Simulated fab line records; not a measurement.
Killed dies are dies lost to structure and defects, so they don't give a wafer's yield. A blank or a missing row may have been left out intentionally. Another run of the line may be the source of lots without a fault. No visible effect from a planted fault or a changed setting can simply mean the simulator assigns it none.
fab line records	flow nand-harc
record lots=13	wafers=39	last-day=25
route steps=1159 shown A_CONTACT@923 END@1159
lots that met no fault: taken from a fault-free run of the same line
start-h: hours from the record's first day to the start of the lot's first wafer shown	wait-h: hours elapsed since this lot's preceding step	" as in the row above	L1.1+2: a row that stands for several wafers	- no value, or no start given	* or withheld: withheld	< > ~ a bound
route shown NAME@n: names a module that has steps shown in the file, with the first one's number in the route	usual: mean/standard deviation of fault-free wafers	same: alike in all rows	chamber/n: place in a boat	sites: per-site readings	_std_site: how widely they spread, as a standard deviation	_edge_site: inner sites' mean taken away from outer sites' mean	radius-mm: for every site, how far away it sits from the centre of the wafer	mask NAME#n: copy n	behind: the tool/chamber that last shaped the wafer	hold: cause of the lot's hold/its duration in hours/its outcome	device: which transistor (n, p or np) failed to switch	end of line: at the end of the route, the tests of the same wafers	for a step that has no rows: nothing shown but its recipe	killed: the dies lost at the first sort to structure and to defects; this is not the yield of the wafer	map: a wafer's dies, x killed, . not, _ none there
set.NAME: the setting the step ran with; set.NAME@STEP: the setting that earlier step ran with	model.NAME: the simulator's own value behind a step, which no gauge read
one table for each step of the route and one row for each wafer, over a sample of lots
services: from which hour (start-h, from the record's first day; less than 0 if before it) a tool's chamber was out of use, for how many hours, and why
## steps
# step NHARC_A_CONTACT_DEP_84
# recipe target-thk-a=20000	temp-c=400	material=aC
# usual throttle-valve-pct=35.000/0.0092
lot.wafer	tool	chamber	start-h	wait-h	throttle-valve-pct
L345.2	acl-dep-01	0	391.19	-	35.005
L345.3	"	0	"	"	35.000
L345.4	"	0	"	"	34.995
L342.3	acl-dep-02	0	397.48	-	35.001
L342.4	"	0	"	"	35.006
L342.6	"	0	"	"	35.002
L347.1	acl-dep-03	0	397.91	-	34.986
L347.5	"	0	"	"	34.992
L347.6	"	0	"	"	34.997
L344.1	acl-dep-01	0	400.42	-	35.008
L344.2	"	0	"	"	34.999
L344.5	"	0	"	"	35.001
L349.1	acl-dep-03	0	443.50	-	34.992
L349.3	"	0	"	"	35.011
L349.6	"	0	"	"	35.000
L351.2	acl-dep-03	0	446.87	-	34.998
L351.4	"	0	"	"	34.998
L351.6	"	0	"	"	34.997
L354.1	acl-dep-03	0	455.14	-	35.005
L354.3	"	0	"	"	34.990
L354.5	"	0	"	"	34.997
L357.2	acl-dep-02	0	456.03	-	35.006
L357.3	"	0	"	"	35.002
L357.6	"	0	"	"	34.990
L359.2	acl-dep-03	0	474.20	-	35.011
L359.3	"	0	"	"	35.007
L359.4	"	0	"	"	35.007
L360.4	acl-dep-03	0	500.14	-	35.001
L360.5	"	0	"	"	35.004
L360.6	"	0	"	"	34.995
L361.3	acl-dep-01	0	506.61	-	34.996
L361.4	"	0	"	"	34.984
L361.5	"	0	"	"	35.011
L363.2	acl-dep-03	0	515.67	-	35.010
L363.4	"	0	"	"	35.010
L363.6	"	0	"	"	35.003
L365.2	acl-dep-03	0	535.49	-	35.012
L365.3	"	0	"	"	35.004
L365.6	"	0	"	"	35.014
# step NHARC_A_CONTACT_INSPECT_10
# usual raw-defect-count=28/13
lot.wafer	tool	chamber	start-h	wait-h	raw-defect-count
L345.2	defect-inspect-02	-	393.12	0.0	40
L345.3	"	-	"	"	29
L345.4	"	-	"	"	34
L342.3	defect-inspect-02	-	399.15	0.0	14
L342.4	"	-	"	"	12
L342.6	"	-	"	"	15
L347.1	defect-inspect-01	-	400.03	0.0	7
L347.5	"	-	"	"	15
L347.6	"	-	"	"	14
L344.1	defect-inspect-02	-	402.39	0.0	23
L344.2	"	-	"	"	22
L344.5	"	-	"	"	21
L349.1	defect-inspect-01	-	445.70	0.0	46
L349.3	"	-	"	"	38
L349.6	"	-	"	"	45
L351.2	defect-inspect-02	-	448.64	0.0	50
L351.4	"	-	"	"	57
L351.6	"	-	"	"	47
L354.1	defect-inspect-02	-	457.36	0.0	17
L354.3	"	-	"	"	15
L354.5	"	-	"	"	12
L357.2	defect-inspect-02	-	457.97	0.0	43
L357.3	"	-	"	"	45
L357.6	"	-	"	"	33
L359.2	defect-inspect-02	-	476.10	0.0	21
L359.3	"	-	"	"	13
L359.4	"	-	"	"	16
L360.4	defect-inspect-02	-	502.13	0.0	27
L360.5	"	-	"	"	32
L360.6	"	-	"	"	36
L361.3	defect-inspect-02	-	508.19	0.0	44
L361.4	"	-	"	"	42
L361.5	"	-	"	"	36
L363.2	defect-inspect-01	-	517.54	0.0	40
L363.4	"	-	"	"	52
L363.6	"	-	"	"	47
L365.2	defect-inspect-01	-	537.39	0.0	42
L365.3	"	-	"	"	31
L365.6	"	-	"	"	35
# step NHARC_A_CONTACT_ETCH_88
# recipe target-depth-a=390	over-etch-frac=0.3	time-s=65	ion-energy-ev=80	cf4-flow-sccm=150	ar-flow-sccm=0	rf-w=300	bias-w=100	chemistry=CF4
# usual bias-w=100.01/0.3	cf4-flow-sccm=150.0/0.46	drypump-motor-current-A=5.6/0.48	oes-product-au=0.994/0.01	rf-vpp-V=151.5/1.4	showerhead-plenum-p-Torr=1.78/0.095	throttle-valve-pct=13.284/0.0087
lot.wafer	tool	chamber	start-h	wait-h	bias-w	cf4-flow-sccm	drypump-motor-current-A	oes-product-au	rf-hours-counter-h	rf-vpp-V	showerhead-plenum-p-Torr	throttle-valve-pct
L345.2	rie-diel-13	0	393.26	0.1	99.98	149.6	6.1	0.986	24	150.1	1.69	13.277
L345.3	"	1	"	"	99.68	150.1	5.9	0.999	24	151.0	1.84	13.290
L345.4	"	2	"	"	100.68	150.6	5.8	0.984	22	149.6	1.64	13.276
L342.4	rie-diel-01	1	399.30	0.1	100.62	149.6	5.2	0.997	21	153.4	1.88	13.296
L342.3	"	2	"	"	99.79	150.5	6.3	0.969	21	152.1	1.86	13.270
L342.6	"	0	"	"	100.19	148.5	5.9	0.985	-	152.7	1.90	13.285
L347.1	rie-diel-13	0	400.24	0.1	99.95	149.6	6.1	0.986	25	150.9	1.69	13.273
L347.5	"	1	"	"	99.91	150.3	5.9	1.005	-	151.7	1.84	13.288
L347.6	"	3	"	"	99.93	150.2	4.8	0.997	-	149.6	1.64	13.288
L344.1	rie-diel-13	0	402.60	0.1	100.91	150.7	6.1	0.988	26	148.6	1.69	13.280
L344.2	"	1	"	"	99.92	149.8	5.9	1.008	26	152.4	1.84	13.288
L344.5	"	1	"	"	99.95	150.2	5.9	1.008	-	151.2	1.84	13.281
L349.1	rie-diel-13	2	445.85	0.1	99.93	150.2	5.8	1.007	30	149.2	1.64	13.276
L349.3	"	1	"	"	99.48	150.1	5.9	0.999	33	151.8	1.84	13.283
L349.6	"	3	"	"	99.94	150.0	4.8	0.993	-	151.6	1.64	13.284
L351.4	rie-diel-13	3	448.78	0.1	99.46	150.3	4.8	0.996	31	150.9	1.64	13.292
L351.2	"	0	"	"	100.08	149.9	6.1	0.991	34	152.5	1.69	13.289
L351.6	"	0	"	"	100.30	149.3	6.1	0.981	-	150.5	1.69	13.288
L354.1	rie-diel-03	1	457.57	0.1	99.86	149.7	5.6	1.007	23	149.9	1.71	13.278
L354.3	"	3	"	"	99.43	150.7	5.6	1.004	20	152.0	1.73	13.288
L354.5	"	0	"	"	99.62	149.5	5.7	0.984	-	152.5	1.79	13.278
L357.3	rie-diel-01	3	458.22	0.2	100.31	149.7	5.0	0.987	47	153.1	1.83	13.266
L357.2	"	0	"	"	100.39	149.2	5.8	0.983	44	152.7	1.90	13.283
L357.6	"	0	"	"	100.74	149.2	5.8	0.984	-	152.8	1.90	13.287
L359.4	rie-diel-03	2	476.25	0.1	99.97	149.5	5.5	1.014	29	152.1	1.79	13.287
L359.2	"	3	"	"	100.05	150.1	5.5	1.018	27	149.9	1.73	13.284
L359.3	"	0	"	"	99.89	149.6	5.7	0.988	27	151.7	1.79	13.279
L360.4	rie-diel-03	3	502.29	0.1	100.12	150.1	5.6	1.011	38	151.1	1.73	13.289
L360.6	"	1	"	"	99.85	149.4	5.6	1.005	-	149.0	1.70	13.280
L360.5	"	2	"	"	99.37	150.7	5.5	1.003	-	149.4	1.79	13.273
L361.3	rie-diel-13	2	508.34	0.1	100.00	149.7	5.8	0.994	9	153.8	1.91	13.284
L361.4	"	3	"	"	99.86	150.4	4.8	0.993	8	153.8	1.91	13.278
L361.5	"	3	"	"	99.75	149.8	4.8	0.997	-	152.0	1.91	13.279
L363.2	rie-diel-13	3	517.69	0.1	99.91	150.2	4.8	0.991	10	153.6	1.91	13.282
L363.4	"	1	"	"	99.91	150.2	5.9	0.986	11	153.4	1.84	13.276
L363.6	"	3	"	"	99.74	150.2	4.8	0.994	-	152.4	1.91	13.273
L365.3	rie-diel-13	3	537.54	0.1	99.79	150.6	4.8	0.996	13	152.3	1.90	13.275
L365.2	"	0	"	"	99.70	150.0	6.1	1.002	14	150.1	1.69	13.285
L365.6	"	1	"	"	100.30	149.3	5.9	0.983	-	152.1	1.83	13.290
# step NHARC_A_CONTACT_ETCH_138
# recipe source-w=withheld	pressure-mtorr=20	bias-v=3000	time-s=132	target-depth-a=12890	ar-flow-sccm=withheld	c4f8-flow-sccm=withheld	o2-flow-sccm=withheld	chemistry=C4F8/O2/Ar
# usual chamber-pressure-mTorr=19.998/0.018	oes-air-line-au=1.003/0.022
lot.wafer	tool	chamber	start-h	wait-h	chamber-pressure-mTorr	oes-air-line-au	rf-hours-counter-h
L345.2	har-cap-etch-03	0	394.84	0.1	19.988	1.002	84
L345.3	"	0	"	"	19.979	0.973	-
L345.4	"	1	"	"	19.996	1.006	-
L342.3	har-cap-etch-01	1	401.01	0.1	19.985	1.006	-
L342.4	"	0	"	"	19.991	1.020	-
L342.6	"	0	"	"	19.990	1.029	-
L347.1	har-cap-etch-02	0	401.86	0.1	19.975	1.021	17
L347.6	"	0	"	"	19.969	1.012	-
L347.5	"	1	"	"	20.006	0.973	-
L344.2	har-cap-etch-01	0	404.23	0.1	20.020	1.038	64
L344.1	"	1	"	"	19.950	1.033	64
L344.5	"	1	"	"	20.030	1.016	-
L349.1	har-cap-etch-02	1	447.40	0.1	-	-	-
L349.3	"	1	"	"	-	-	-
L349.6	"	0	"	"	-	-	-
L351.2	har-cap-etch-01	1	450.28	0.1	-	-	-
L351.4	"	1	"	"	-	-	-
L351.6	"	1	"	"	-	-	-
L354.1	har-cap-etch-02	0	459.23	0.1	-	-	-
L354.3	"	1	"	"	-	-	-
L354.5	"	0	"	"	-	-	-
L357.2	har-cap-etch-01	0	459.86	0.1	20.025	0.996	73
L357.3	"	0	"	"	19.984	0.976	-
L357.6	"	0	"	"	19.995	1.023	-
L359.2	har-cap-etch-01	1	477.73	0.1	20.001	0.988	76
L359.4	"	1	"	"	20.001	1.011	-
L359.3	"	0	"	"	20.003	0.924	-
L360.4	har-cap-etch-02	0	504.10	0.1	20.046	1.024	-
L360.5	"	0	"	"	19.978	1.027	-
L360.6	"	1	"	"	20.036	0.957	-
L361.3	har-cap-etch-01	1	509.85	0.1	19.988	1.018	-
L361.4	"	0	"	"	19.997	1.027	-
L361.5	"	0	"	"	19.994	1.017	-
L363.2	har-cap-etch-01	1	519.18	0.1	20.011	1.023	79
L363.4	"	0	"	"	20.033	1.060	-
L363.6	"	0	"	"	19.998	1.040	-
L365.2	har-cap-etch-02	1	539.02	0.1	19.996	0.989	39
L365.3	"	0	"	"	20.011	0.980	-
L365.6	"	1	"	"	19.998	0.990	-
# step NHARC_END_SORT_01
# recipe temp-c=25
# usual killed-at-array=27/10	killed-at-other=0.6/0.96	killed-at-periphery=3.4/2.7	killed-dies=31/10	killed-open=2.9/1.8	killed-short=1.8/1.4
# same gross-dies=677
lot.wafer	tool	chamber	start-h	wait-h	killed-at-array	killed-at-other	killed-at-periphery	killed-dies	killed-open	killed-short
L349.1	prober-01	0	501.27	2.5	675	0	2	677	1	1
L349.3	prober-01	0	502.85	3.1	670	0	7	677	5	2
L349.6	prober-01	0	505.22	3.9	668	0	9	677	7	0
L351.2	prober-02	0	502.08	2.8	676	0	1	677	6	1
L351.4	prober-02	0	503.67	3.4	673	1	3	677	2	1
L351.6	prober-02	0	505.27	4.0	674	0	3	677	5	1
L354.1	prober-01	0	509.55	2.5	672	3	2	677	3	2
L354.3	prober-01	0	511.16	3.1	674	1	2	677	3	1
L354.5	prober-01	0	512.77	3.7	669	4	4	677	6	2
# killed by level:class
L349.1 A_CONTACT:area-etch=640 A_SLIT:chamber-film-flake=18 A_CHANNEL_HOLE_D1:chamber-film-flake=6 A_STAIRCASE:chamber-film-flake=6 A_CONTACT:chamber-film-flake=3 A_WL_FILL:geometric-particle:short=1 A_CONTACT:geometric-particle:open=1 P_ZERO_WELL:chamber-film-flake=1
L351.2 A_CONTACT:area-etch=631 A_CHANNEL_HOLE_D1:chamber-film-flake=22 A_SLIT:chamber-film-flake=8 A_STAIRCASE:chamber-film-flake=6 A_CONTACT:chamber-film-flake=3 P_M1:geometric-particle:open=1 A_SOURCE_PLATE:geometric-particle:open=1 A_ONON_D1:geometric-particle:open=1
L349.3 A_CONTACT:area-etch=635 A_SLIT:chamber-film-flake=10 A_CHANNEL_HOLE_D1:chamber-film-flake=9 A_STAIRCASE:chamber-film-flake=6 A_CONTACT:chamber-film-flake=4 P_GATE:chamber-film-flake=3 P_M1:geometric-particle:open=1 P_M2:geometric-particle:short=1
L351.4 A_CONTACT:area-etch=631 A_CHANNEL_HOLE_D1:chamber-film-flake=21 A_SLIT:chamber-film-flake=16 A_STAIRCASE:chamber-film-flake=2 A_CONTACT:chamber-film-flake=2 P_CONTACT:geometric-particle:open=1 P_M0:geometric-particle:open=1 A_ONON_D1:geometric-particle:short=1
L349.6 A_CONTACT:area-etch=633 A_CHANNEL_HOLE_D1:chamber-film-flake=16 A_SLIT:chamber-film-flake=9 A_STAIRCASE:chamber-film-flake=7 P_CONTACT:geometric-particle:open=2 P_M0:geometric-particle:open=2 P_GATE:chamber-film-flake=2 P_STI:geometric-particle:open=1
L351.6 A_CONTACT:area-etch=630 A_SLIT:chamber-film-flake=16 A_CHANNEL_HOLE_D1:chamber-film-flake=15 A_STAIRCASE:chamber-film-flake=4 A_CONTACT:chamber-film-flake=4 P_CONTACT:geometric-particle:open=1 P_M2:geometric-particle:open=1 A_ONON_D1:geometric-particle:short=1
L354.1 A_CONTACT:area-etch=651 A_CHANNEL_HOLE_D1:chamber-film-flake=7 A_ZERO_WELL:chamber-film-flake=4 A_STAIRCASE:chamber-film-flake=3 THIN_TSV:chamber-film-flake=3 A_WL_FILL:chamber-film-flake=2 A_ONON_D1:geometric-particle:short=1 A_CHANNEL_FILL_D1:geometric-particle:open=1
L354.3 A_CONTACT:area-etch=662 A_CHANNEL_HOLE_D1:chamber-film-flake=6 A_ONON_D1:geometric-particle:open=2 A_STAIRCASE:chamber-film-flake=2 P_CONTACT:geometric-particle:open=1 A_CHANNEL_FILL_D1:geometric-particle:short=1 P_STI:chamber-film-flake=1 A_CONTACT:chamber-film-flake=1
L354.5 A_CONTACT:area-etch=657 A_STAIRCASE:chamber-film-flake=4 THIN_TSV:chamber-film-flake=4 P_CONTACT:geometric-particle:open=3 P_M0:geometric-particle:open=1 A_CHANNEL_FILL_D1:geometric-particle:open=1 A_WL_FILL:geometric-particle:short=1 A_CONTACT:geometric-particle:short=1
## services
tool	chamber	start-h	hours	kind
rie-diel-13	0	383.29	-	clean
rie-diel-13	1	383.29	-	clean
rie-diel-13	2	383.29	-	clean
rie-diel-13	3	383.29	-	clean
rie-diel-03	-	392.35	9.0	pm
acl-dep-03	-	405.79	13.0	pm
rie-diel-13	0	407.79	-	clean
rie-diel-13	1	407.79	-	clean
rie-diel-13	2	407.79	-	clean
rie-diel-13	3	407.79	-	clean
rie-diel-13	3	413.15	4.2	repair
rie-diel-13	0	432.30	-	clean
rie-diel-13	1	432.30	-	clean
rie-diel-13	2	432.30	-	clean
rie-diel-13	3	432.30	-	clean
rie-diel-01	1	438.06	36.6	repair
rie-diel-03	0	446.08	1.9	repair
rie-diel-13	-	453.23	9.0	pm
acl-dep-01	-	473.69	13.0	pm
rie-diel-01	-	487.43	0.3	repair
har-cap-etch-01	-	499.91	7.8	repair
rie-diel-01	-	500.45	9.0	pm
acl-dep-01	-	531.12	0.4	repair
acl-dep-02	-	533.65	13.0	pm
## key
first-sign step=NHARC_A_CONTACT_ETCH_138	reading=tool-record	direction=missing
effect step=NHARC_END_SORT_01	reading=killed-dies	direction=up	sigmas=65	usual=31	struck=677
more-kills-born-at NHARC_A_CONTACT_ETCH_138@har-cap-etch-02=3878	NHARC_A_CONTACT_ETCH_138@har-cap-etch-01=1892
met-at NHARC_A_CONTACT_ETCH_138
struck-lots L349,L351,L354
later-rows-left-out L349.1,L349.3,L349.6,L351.2,L351.4,L351.6,L354.1,L354.3,L354.5
tester-left-out L349,L351,L354
not-acting-at NHARC_A_CONTACT_DEP_84,NHARC_A_CONTACT_INSPECT_10,NHARC_A_CONTACT_ETCH_88
onset-between 404.23 447.40
fault kind=skipped-step-whole	tool=har-cap-etch-01,har-cap-etch-02	chamber=-	onset-h=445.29	steps=NHARC_A_CONTACT_ETCH_138	scope=struck-lots-only
# tester-left-out: of these lots the tester's yield and bins aren't shown, on N5 and GAA mostly nor the transistor test; their killed dies are dies lost to structure and defects alone, not to doping, threshold or leakage, so they don't give the yield
# later-rows-left-out: the simulator's readings of these wafers behind a module that went badly wrong aren't trusted and aren't shown, but for the sort
